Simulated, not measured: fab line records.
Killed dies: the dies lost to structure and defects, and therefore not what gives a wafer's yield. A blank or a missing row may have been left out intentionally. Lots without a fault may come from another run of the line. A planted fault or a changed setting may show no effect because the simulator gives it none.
fab line records	flow n5Finfet	part 1 of 2: steps 1 to 19 of 29
record lots=5	wafers=15	lastDay=16
route steps=1938 shown BEOL_M0_SAQP@676 BEOL_M0_CUTY@701
lots with no fault: from the same line, run without faults
startH: hours from the record's first day to the start of the lot's first wafer shown	waitH: how many hours have passed since the lot's step before this one	" unchanged from the row above	L1.1+2: a single row standing in for several wafers	- no value, or no start was given	* or withheld: withheld	< > ~ a bound
route shown NAME@n: a module of which the file shows steps, and the number in the route of the first	usual: the fault-free wafers' mean and standard deviation	same: alike in all rows	chamber/n: place in a boat	sites: the reading at each site	_std_site: the standard deviation of these	_edge_site: the outer-site mean with the inner-site mean subtracted	radiusMm: how far each site lies from the wafer's centre	mask NAME#n: copy n	behind: tool/chamber where the wafer was last shaped	hold: what put the lot on hold/how long, in hours/how the hold closed	device: the n, p or np transistor that did not switch	end of line: the tests these same wafers got at the end of their route	a step given without rows: its recipe and nothing more	killed: dies lost to structure and defects at the first sort, not the wafer's yield	map: per-die view of a wafer (x killed, . not killed, _ where there is no die)
set.NAME: the setting that was run; set.NAME@STEP: the one run at that earlier step	model.NAME: the simulator's own value behind a step, which no gauge read
certain route steps with their lots: each step a table, each wafer a row
services: from which hour (startH, from the record's first day; less than 0 if before it) a tool's chamber was out of use, for how many hours, and why
## steps
# step N5_BEOL_M0_SAQP_SPACER2_ALD_26
# recipe material=SiO2	targetThkA=150	tempC=300	aldPrecursorFamily=BDEAS	aldCoReactant=O2-plasma	pulseTimeS=1	purgeTimeS=2	coReactantPurgeTimeS=2	pressureTorr=2
# usual heaterPowerW=474/35	precursorPulseHeightRel=1.000/0.021
lot.wafer	tool	chamber	startH	waitH	heaterPowerW	precursorPulseHeightRel
L077.1	aldSin-02	1	132.83	0.1	493	1.002
L077.5	"	2	"	"	440	0.984
L077.6	"	1	"	"	509	1.005
L081.1	aldSin-04	2	153.09	0.1	432	1.001
L081.3	"	1	"	"	458	0.997
L081.5	"	1	"	"	452	0.955
L082.1	aldSin-04	1	160.91	0.1	458	0.985
L082.4	"	3	"	"	499	0.957
L082.5	"	0	"	"	467	0.990
L087.4	aldSin-04	2	194.49	0.3	436	1.004
L087.5	"	3	"	"	504	0.979
L087.6	"	0	"	"	450	1.036
L092.1	aldSin-04	1	225.22	0.1	435	1.002
L092.3	"	0	"	"	452	1.053
L092.5	"	1	"	"	443	1.005
# step N5_BEOL_M0_SAQP_SPACER2_ETCHBACK_27
# recipe chemistry=CHF3/O2	mode=anisotropicEtchback	target=SiO2	targetDepthA=225	timeS=11.25	pressureMtorr=30	sourceW=650	biasW=170	Ar_flow_sccm=200	CHF3_flow_sccm=50	O2_flow_sccm=5	ionEnergyEv=200
# usual drypumpMotorCurrentA=5.7/0.41	mfcArSccm=200.1/0.58	oesProductAu=0.76/0.076	rfVppV=521/14	showerheadPlenumPTorr=2.43/0.081	throttleValvePct=19.07/0.23
lot.wafer	tool	chamber	startH	waitH	drypumpMotorCurrentA	mfcArSccm	oesProductAu	rfHoursCounterH	rfVppV	showerheadPlenumPTorr	throttleValvePct
L077.1	rieDiel-01	1	133.38	0.3	5.5	200.8	0.72	237	517	2.48	19.35
L077.5	"	3	"	"	5.4	199.8	0.77	-	519	2.42	19.21
L077.6	"	1	"	"	5.5	201.0	0.71	-	517	2.48	19.37
L081.1	rieDiel-01	3	153.74	0.4	5.4	199.9	0.77	131	519	2.42	19.20
L081.3	"	0	"	"	5.5	200.2	0.70	212	510	2.40	19.17
L081.5	"	2	"	"	5.4	200.8	0.73	-	532	2.50	19.00
L082.1	rieDiel-01	2	161.46	0.3	5.4	199.9	0.73	177	531	2.50	19.01
L082.4	"	0	"	"	5.5	200.1	0.69	215	511	2.39	19.18
L082.5	"	2	"	"	5.4	200.0	0.73	-	532	2.50	19.02
L087.4	rieDiel-01	0	194.78	0.0	5.5	200.5	0.68	226	509	2.39	19.19
L087.5	"	0	"	"	5.5	199.7	0.69	-	510	2.39	19.19
L087.6	"	1	"	"	5.5	200.5	0.98	-	517	2.48	18.94
L092.1	rieDiel-03	2	225.86	0.4	6.2	199.7	0.67	217	563	2.48	19.13
L092.3	"	0	"	"	5.8	200.7	0.74	170	535	2.50	19.29
L092.5	"	3	"	"	5.8	199.9	0.78	-	515	2.34	18.67
# step N5_BEOL_M0_SAQP_MANDREL2_REMOVE_110
# recipe chemistry=HBr/Cl2/O2	btTimeS=10	target=a-Si	stopOn=SiCN	endpoint=OES-SiCl	overEtchFrac=1	icpW=600	biasW=30	HBr_flow_sccm=150	Cl2_flow_sccm=80	O2_flow_sccm=5	pressureMtorr=10
# usual drypumpMotorCurrentA=5.8/0.45	oesProductAu=0.986/0.018	throttleValvePct=36.9/0.36
lot.wafer	tool	chamber	startH	waitH	drypumpMotorCurrentA	oesProductAu	rfHoursCounterH	throttleValvePct
L077.1	rieSi-04	2	133.46	0.1	6.5	0.999	21	37.4
L077.5	"	0	"	"	5.5	0.977	-	36.9
L077.6	"	3	"	"	5.7	0.992	-	36.8
L081.1	rieSi-06	3	153.83	0.1	6.2	1.003	157	37.3
L081.3	"	2	"	"	5.2	0.995	1	36.9
L081.5	"	2	"	"	5.2	0.992	-	36.9
L082.1	rieSi-06	2	161.55	0.1	5.2	0.995	1	36.9
L082.4	"	0	"	"	5.9	0.954	163	36.6
L082.5	"	0	"	"	5.9	0.958	-	36.6
L087.4	rieSi-04	3	194.87	0.1	5.6	0.985	146	36.8
L087.5	"	2	"	"	6.5	1.005	-	37.4
L087.6	"	3	"	"	5.6	0.980	-	36.8
L092.1	rieSi-04	2	225.95	0.1	6.5	1.006	22	37.4
L092.3	"	1	"	"	5.5	0.965	88	36.5
L092.5	"	2	"	"	6.5	1.008	-	37.4
# step N5_BEOL_M0_SAQP_CD_MEAS_29
# recipe targetCdNm=14.4	landingEnergyEv=1000	detector=seInlens
# usual cdNm=14.96/0.26
lot.wafer	tool	chamber	startH	waitH	cdNm
L077.1	cdSem-02	0	133.57	0.1	15.08
L077.5	"	0	"	"	14.71
L077.6	"	0	"	"	14.99
L081.1	cdSem-03	0	153.94	0.1	15.30
L081.3	"	0	"	"	14.85
L081.5	"	0	"	"	15.07
L082.1	cdSem-03	0	161.66	0.1	14.71
L082.4	"	0	"	"	14.84
L082.5	"	0	"	"	15.12
L087.4	cdSem-03	0	194.98	0.1	14.90
L087.5	"	0	"	"	15.04
L087.6	"	0	"	"	14.65
L092.1	cdSem-02	0	226.06	0.1	15.61
L092.3	"	0	"	"	15.04
L092.5	"	0	"	"	15.61
# step N5_BEOL_M0_SAQP_COAT_69
# recipe resist=SOC	tempC=250	timeS=60	spinRpm=1500	resistThkNm=90
# usual plateTempC=249.97/0.18
lot.wafer	tool	chamber	startH	waitH	plateTempC
L077.1	lithoTrack-03	0	133.61	0.0	249.85
L077.5	"	0	"	"	249.81
L077.6	"	0	"	"	250.04
L081.1	lithoTrack-02	0	153.98	0.0	249.86
L081.3	"	0	"	"	250.01
L081.5	"	0	"	"	250.04
L082.1	lithoTrack-02	0	161.69	0.0	249.91
L082.4	"	0	"	"	249.96
L082.5	"	0	"	"	249.73
L087.4	lithoTrack-03	0	195.01	0.0	249.69
L087.5	"	0	"	"	249.92
L087.6	"	0	"	"	249.79
L092.1	lithoTrack-05	0	226.10	0.0	249.92
L092.3	"	0	"	"	249.81
L092.5	"	0	"	"	249.81
# step N5_BEOL_M0_SAQP_COAT_72
# recipe resist=SiARC	tempC=220	timeS=60	spinRpm=1500	resistThkNm=15
# usual plateTempC=220.00/0.13
lot.wafer	tool	chamber	startH	waitH	plateTempC
L077.1	lithoTrack-03	0	-	-	219.87
L077.5	"	0	"	"	220.17
L077.6	"	0	"	"	220.13
L081.1	lithoTrack-02	0	-	-	220.14
L081.3	"	0	"	"	220.02
L081.5	"	0	"	"	219.87
L082.1	lithoTrack-02	0	-	-	219.83
L082.4	"	0	"	"	219.91
L082.5	"	0	"	"	219.83
L087.4	lithoTrack-03	0	-	-	220.19
L087.5	"	0	"	"	220.08
L087.6	"	0	"	"	220.00
L092.1	lithoTrack-05	0	-	-	219.84
L092.3	"	0	"	"	219.89
L092.5	"	0	"	"	220.03
# step N5_BEOL_M0_SAQP_COAT_87
# recipe resist=underlayer	tempC=205	timeS=60	spinRpm=1500	resistThkNm=5
# usual plateTempC=204.99/0.17
lot.wafer	tool	chamber	startH	waitH	plateTempC
L077.1	lithoTrack-03	0	-	-	205.04
L077.5	"	0	"	"	204.98
L077.6	"	0	"	"	205.07
L081.1	lithoTrack-02	0	-	-	204.83
L081.3	"	0	"	"	204.71
L081.5	"	0	"	"	204.96
L082.1	lithoTrack-02	0	-	-	204.89
L082.4	"	0	"	"	204.72
L082.5	"	0	"	"	204.84
L087.4	lithoTrack-03	0	-	-	205.14
L087.5	"	0	"	"	204.82
L087.6	"	0	"	"	205.13
L092.1	lithoTrack-05	0	-	-	205.11
L092.3	"	0	"	"	205.19
L092.5	"	0	"	"	205.20
# step N5_BEOL_M0_SAQP_COAT_34
# recipe resist=CAR-EUV	spinRpm=1500	resistThkNm=30
lot.wafer	tool	chamber	startH	waitH
L077.1+5+6	lithoTrack-03	0	-	-
L081.1+3+5	lithoTrack-02	0	-	-
L082.1+4+5	lithoTrack-02	0	-	-
L087.4+5+6	lithoTrack-03	0	-	-
L092.1+3+5	lithoTrack-05	0	-	-
# step N5_BEOL_M0_SAQP_EBR_36
# recipe solvent=PGMEA	ebrWidthMm=1.5
lot.wafer	tool	chamber	startH	waitH
L077.1+5+6	lithoTrack-03	0	-	-
L081.1+3+5	lithoTrack-02	0	-	-
L082.1+4+5	lithoTrack-02	0	-	-
L087.4+5+6	lithoTrack-03	0	-	-
L092.1+3+5	lithoTrack-05	0	-	-
# step N5_BEOL_M0_SAQP_SOFTBAKE_35
# recipe tempC=110	timeS=60	resist=CAR-EUV
# usual plateTempC=110.03/0.13
lot.wafer	tool	chamber	startH	waitH	plateTempC
L077.1	lithoTrack-03	0	-	-	110.37
L077.5	"	0	"	"	110.01
L077.6	"	0	"	"	110.16
L081.1	lithoTrack-02	0	-	-	110.03
L081.3	"	0	"	"	109.87
L081.5	"	0	"	"	109.94
L082.1	lithoTrack-02	0	-	-	110.13
L082.4	"	0	"	"	110.16
L082.5	"	0	"	"	110.06
L087.4	lithoTrack-03	0	-	-	110.11
L087.5	"	0	"	"	109.87
L087.6	"	0	"	"	110.15
L092.1	lithoTrack-05	0	-	-	110.11
L092.3	"	0	"	"	110.11
L092.5	"	0	"	"	110.03
# step N5_BEOL_M0_SAQP_EXPOSE_37
# recipe maskId=M0_CUT1	na=0.33	sourceShape=annular	sigmaInner=0.35	sigmaOuter=0.8	polarization=unpolarized	targetCdNm=30	doseMj=44.75
# usual focusOffsetNm=-0.1/0.54	stageMsdNm=0.828/0.022
lot.wafer	tool	chamber	startH	waitH	mask	focusOffsetNm	stageMsdNm
L077.1	euvScanner-02	0	133.75	-	M0_CUT1#0	-0.6	0.850
L077.5	"	0	"	"	M0_CUT1#0	-0.3	0.853
L077.6	"	0	"	"	M0_CUT1#0	-0.2	0.854
L081.1	euvScanner-01	0	154.11	-	M0_CUT1#0	-1.1	0.796
L081.3	"	0	"	"	M0_CUT1#0	-0.5	0.794
L081.5	"	0	"	"	M0_CUT1#0	0.1	0.793
L082.1	euvScanner-01	0	161.83	-	M0_CUT1#0	-0.2	0.793
L082.4	"	0	"	"	M0_CUT1#0	-0.1	0.796
L082.5	"	0	"	"	M0_CUT1#0	-0.5	0.798
L087.4	euvScanner-02	0	195.31	-	M0_CUT1#0	-0.4	0.838
L087.5	"	0	"	"	M0_CUT1#0	-0.5	0.838
L087.6	"	0	"	"	M0_CUT1#0	-0.1	0.839
L092.1	euvScanner-02	0	226.24	-	M0_CUT1#0	0.1	0.831
L092.3	"	0	"	"	M0_CUT1#0	0.0	0.831
L092.5	"	0	"	"	M0_CUT1#0	-0.5	0.828
# step N5_BEOL_M0_SAQP_PEB_38
# recipe pebTempC=100	pebTimeS=60	resist=CAR-EUV
# usual plateTempC=100.01/0.12
lot.wafer	tool	chamber	startH	waitH	plateTempC
L077.1	lithoTrack-03	0	133.81	0.1	100.09
L077.5	"	0	"	"	99.99
L077.6	"	0	"	"	99.81
L081.1	lithoTrack-05	0	154.18	0.1	99.79
L081.3	"	0	"	"	100.00
L081.5	"	0	"	"	99.74
L082.1	lithoTrack-05	0	161.90	0.1	99.97
L082.4	"	0	"	"	100.02
L082.5	"	0	"	"	100.14
L087.4	lithoTrack-05	0	195.36	0.0	100.01
L087.5	"	0	"	"	100.00
L087.6	"	0	"	"	99.92
L092.1	lithoTrack-05	0	226.30	0.1	99.94
L092.3	"	0	"	"	99.94
L092.5	"	0	"	"	100.11
# step N5_BEOL_M0_SAQP_DEVELOP_39
# recipe developTimeS=30	developer=TMAH	resist=CAR-EUV	rinseLiquid=surfactantRinse	dry=airSpin	devTempC=23
lot.wafer	tool	chamber	startH	waitH
L077.1+5+6	lithoTrack-03	0	-	-
L081.1+3+5	lithoTrack-05	0	-	-
L082.1+4+5	lithoTrack-05	0	-	-
L087.4+5+6	lithoTrack-05	0	-	-
L092.1+3+5	lithoTrack-05	0	-	-
# step N5_BEOL_M0_SAQP_CD_MEAS_40
# recipe targetCdNm=30	landingEnergyEv=500	detector=seInlens
# usual cdNm=29.94/0.26
lot.wafer	tool	chamber	startH	waitH	cdNm
L077.1	cdSem-02	0	133.88	-	30.12
L077.5	"	0	"	"	30.23
L077.6	"	0	"	"	29.80
L081.1	cdSem-02	0	154.25	-	29.76
L081.3	"	0	"	"	29.81
L081.5	"	0	"	"	29.38
L082.1	cdSem-03	0	161.96	-	30.17
L082.4	"	0	"	"	30.03
L082.5	"	0	"	"	30.17
L087.4	cdSem-03	0	195.43	-	30.21
L087.5	"	0	"	"	30.33
L087.6	"	0	"	"	29.93
L092.1	cdSem-01	0	226.37	-	30.10
L092.3	"	0	"	"	30.00
L092.5	"	0	"	"	29.70
# step N5_BEOL_M0_SAQP_OVL_MEAS_41
# recipe pointsPerWafer=522
# usual M0_CUT1_OVL=0.0/0.7
lot.wafer	tool	chamber	startH	waitH	M0_CUT1_OVL[nm]
L077.1	overlay-02	0	133.91	0.0	0.1
L077.5	"	0	"	"	-0.8
L077.6	"	0	"	"	0.9
L081.1	overlay-02	0	154.28	0.0	-0.9
L081.3	"	0	"	"	0.1
L081.5	"	0	"	"	-0.7
L082.1	overlay-01	0	161.99	0.0	1.9
L082.4	"	0	"	"	1.6
L082.5	"	0	"	"	1.7
L087.4	overlay-02	0	195.47	0.0	0.6
L087.5	"	0	"	"	0.7
L087.6	"	0	"	"	0.6
L092.1	overlay-01	0	226.40	0.0	-0.7
L092.3	"	0	"	"	-0.9
L092.5	"	0	"	"	-0.1
# step N5_BEOL_M0_SAQP_INSPECT_42
# recipe mode=adi	inspectInstrument=brightfield
# usual rawDefectCount=311/84
lot.wafer	tool	chamber	startH	waitH	rawDefectCount
L077.1	defectInspect-01	-	133.97	0.1	467
L077.5	"	-	"	"	326
L077.6	"	-	"	"	371
L081.1	defectInspect-01	-	154.33	0.1	295
L081.3	"	-	"	"	291
L081.5	"	-	"	"	399
L082.1	defectInspect-02	-	162.05	0.1	282
L082.4	"	-	"	"	265
L082.5	"	-	"	"	262
L087.4	defectInspect-02	-	195.75	0.3	309
L087.5	"	-	"	"	282
L087.6	"	-	"	"	252
L092.1	defectInspect-01	-	226.46	0.1	293
L092.3	"	-	"	"	244
L092.5	"	-	"	"	293
# step N5_BEOL_M0_SAQP_DESCUM_45
# recipe chemistry=O2	timeS=7	sourcePowerW=50	biasPowerW=20	pressureMtorr=20	rfFrequencyHz=2.712e+07	tempC=40	resist=CAR-EUV	o2FlowSccm=225
# usual drypumpMotorCurrentA=6.0/0.45	oesProductAu=0.77/0.076	rfVppV=243.0/1.6	showerheadPlenumPTorr=2.08/0.091	tempC=40.01/0.11	throttleValvePct=20.4/0.36
lot.wafer	tool	chamber	startH	waitH	drypumpMotorCurrentA	oesProductAu	rfHoursCounterH	rfVppV	showerheadPlenumPTorr	tempC	throttleValvePct
L077.1	rieDiel-03	0	134.15	0.2	5.7	0.78	139	244.8	2.19	40.04	20.8
L077.5	"	2	"	"	6.2	0.71	-	244.6	2.13	40.08	20.3
L077.6	"	1	"	"	6.9	0.69	-	241.3	2.00	39.93	20.8
L081.1	rieDiel-06	0	154.67	0.3	6.5	0.75	177	242.7	2.00	39.86	20.2
L081.3	"	3	"	"	5.8	0.78	118	239.7	1.92	40.27	20.0
L081.5	"	3	"	"	5.9	0.80	-	240.7	1.92	40.09	20.0
L082.1	rieDiel-06	0	162.09	0.0	6.6	0.75	179	240.4	2.00	40.00	20.2
L082.4	"	3	"	"	5.9	0.78	121	240.1	1.92	39.87	20.0
L082.5	"	1	"	"	6.5	0.89	-	243.5	2.20	39.94	20.1
L087.4	rieDiel-06	2	195.78	0.0	5.6	0.69	249	242.5	2.05	40.13	21.0
L087.5	"	1	"	"	6.5	0.88	-	243.6	2.19	40.12	20.2
L087.6	"	0	"	"	6.5	0.75	-	241.8	2.00	39.92	20.2
L092.1	rieDiel-01	0	226.49	0.0	5.5	0.69	238	241.9	2.07	40.33	20.8
L092.3	"	2	"	"	5.4	0.71	200	245.2	2.19	40.04	20.7
L092.5	"	1	"	"	5.5	0.92	-	244.6	2.11	39.95	20.2
# step N5_BEOL_M0_SAQP_ETCH_88
# recipe chemistry=N2/H2	target=underlayer	targetDepthA=65	timeS=5.2	ionEnergyEv=200	maskMaterial=CAR-EUV	pressureMtorr=30	sourceW=840	biasW=150	n2FlowSccm=200	h2FlowSccm=200	ends=cleared
# usual drypumpMotorCurrentA=6.0/0.45	etchRfOnTimeS=5.19/0.16	oesProductAu=0.65/0.063	rfVppV=523/3.3	showerheadPlenumPTorr=2.53/0.11	throttleValvePct=17.94/0.26
lot.wafer	tool	chamber	startH	waitH	drypumpMotorCurrentA	etchRfOnTimeS	oesProductAu	rfHoursCounterH	rfVppV	showerheadPlenumPTorr	throttleValvePct
L077.1	rieDiel-03	0	134.19	0.0	5.7	5.27	0.66	139	529	2.65	18.18
L077.5	"	2	"	"	6.2	5.49	0.58	-	527	2.63	17.92
L077.6	"	1	"	"	6.8	5.26	0.60	-	521	2.42	18.09
L081.1	rieDiel-06	0	154.70	0.0	6.5	5.03	0.65	177	522	2.44	17.58
L081.3	"	3	"	"	5.9	4.94	0.68	118	518	2.35	17.64
L081.5	"	3	"	"	5.9	4.95	0.68	-	519	2.35	17.64
L082.1	rieDiel-06	0	162.12	0.0	6.5	5.04	0.64	179	521	2.44	17.60
L082.4	"	3	"	"	5.9	4.89	0.67	121	519	2.35	17.66
L082.5	"	1	"	"	6.5	5.28	0.74	-	530	2.71	17.84
L087.4	rieDiel-06	2	195.82	0.0	5.6	5.11	0.60	249	525	2.47	18.26
L087.5	"	1	"	"	6.5	5.34	0.73	-	531	2.71	17.84
L087.6	"	0	"	"	6.5	5.07	0.64	-	521	2.43	17.62
L092.1	rieDiel-01	0	226.53	0.0	5.5	5.30	0.59	238	523	2.52	18.19
L092.3	"	2	"	"	5.4	5.38	0.60	200	528	2.63	18.07
L092.5	"	1	"	"	5.5	5.14	0.78	-	525	2.58	17.71
# step N5_BEOL_M0_SAQP_ETCH_73
# recipe chemistry=CF4	target=SiARC	targetDepthA=195	maskMaterial=CAR-EUV	timeS=32.5	ionEnergyEv=80	pressureMtorr=40	sourceW=545	biasW=36	Ar_flow_sccm=100	cf4FlowSccm=100	ends=cleared
# usual drypumpMotorCurrentA=6.0/0.45	etchRfOnTimeS=32.5/1	mfcArSccm=99.98/0.29	oesProductAu=0.65/0.063	rfVppV=183.9/1.4	showerheadPlenumPTorr=2.13/0.088	throttleValvePct=15.68/0.29
lot.wafer	tool	chamber	startH	waitH	drypumpMotorCurrentA	etchRfOnTimeS	mfcArSccm	oesProductAu	rfHoursCounterH	rfVppV	showerheadPlenumPTorr	throttleValvePct
L077.1	rieDiel-03	0	134.20	0.0	5.8	33.1	99.91	0.65	139	186.1	2.23	15.87
L077.5	"	2	"	"	6.2	34.4	100.01	0.58	-	184.7	2.23	15.90
L077.6	"	1	"	"	6.8	32.9	100.43	0.60	-	183.4	2.05	15.94
L081.1	rieDiel-06	0	154.72	0.0	6.5	31.1	99.96	0.66	177	182.5	2.04	15.33
L081.3	"	3	"	"	5.9	30.8	100.32	0.68	118	183.1	1.99	15.33
L081.5	"	3	"	"	5.9	30.9	99.92	0.67	-	181.7	1.99	15.32
L082.1	rieDiel-06	0	162.14	0.0	6.6	31.2	100.10	0.66	179	182.6	2.04	15.32
L082.4	"	3	"	"	5.9	30.9	99.79	0.68	121	181.8	1.99	15.33
L082.5	"	1	"	"	6.5	33.0	100.24	0.75	-	186.1	2.26	15.46
L087.4	rieDiel-06	2	195.83	0.0	5.6	32.7	100.46	0.59	249	184.5	2.10	16.14
L087.5	"	1	"	"	6.5	33.9	99.86	0.73	-	186.0	2.26	15.49
L087.6	"	0	"	"	6.5	31.7	99.56	0.64	-	182.5	2.04	15.34
L092.1	rieDiel-01	0	226.54	0.0	5.5	33.2	99.92	0.59	238	183.2	2.13	16.00
L092.3	"	2	"	"	5.4	33.8	99.71	0.60	200	185.9	2.20	15.73
L092.5	"	1	"	"	5.5	32.1	100.23	0.79	-	185.9	2.19	15.58
